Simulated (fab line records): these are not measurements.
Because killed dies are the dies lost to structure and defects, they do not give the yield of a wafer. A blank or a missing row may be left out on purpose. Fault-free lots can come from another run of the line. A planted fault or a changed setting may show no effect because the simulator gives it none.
Matching of chambers -- flow nand harc -- NHARC_P_BONDPAD_DEP_00 on pecvd-02 has 3 sister chambers
The step deposits SiCN, target thk 250 nm. 6 wafers are shown with their chamber, then 7 later ones without.

== WAFERS WITH THEIR CHAMBER ==
wafer,chamber,heater power w (W)
L358.5,1,515
L358.6,0,561
L363.5,0,544
L363.6,1,467
L367.3,2,587
L367.5,2,473

== WAFERS WITHOUT THEIR CHAMBER ==
wafer,heater power w (W)
L367.6,522
L368.1,621
L368.2,568
L368.6,603
L370.3,511
L370.4,544
L370.5,585

== EACH ONE'S CHAMBER ==
wafer,from the rows above,in truth
L367.6,can't be placed: 2 or 0 or 1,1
L368.1,can't be placed: 0 or 2 or 1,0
L368.2,can't be placed: 0 or 2 or 1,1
L368.6,can't be placed: 0 or 2 or 1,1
L370.3,can't be placed: 2 or 1 or 0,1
L370.4,can't be placed: 0 or 2 or 1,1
L370.5,can't be placed: 0 or 2 or 1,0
Correct placement for 0 of the 7. Not placeable from these rows: 7 (in 7, the candidates include the true chamber). Number placed wrongly: 0.
How it was worked out, from the rows above alone: a wafer's distance from a chamber is the root of the sum, over the readings, of the square of ((its reading less the chamber's mean) divided by the reading's scatter). The wafer belongs to the nearest chamber; if the next one is less than 2 further off, it can't be placed. For every chamber, the mean is computed from those of its wafers that are shown. The scatter: take each reading less its chamber's mean, square it, sum over the shown wafers, divide by the number of wafers less the number of chambers, and take the root.
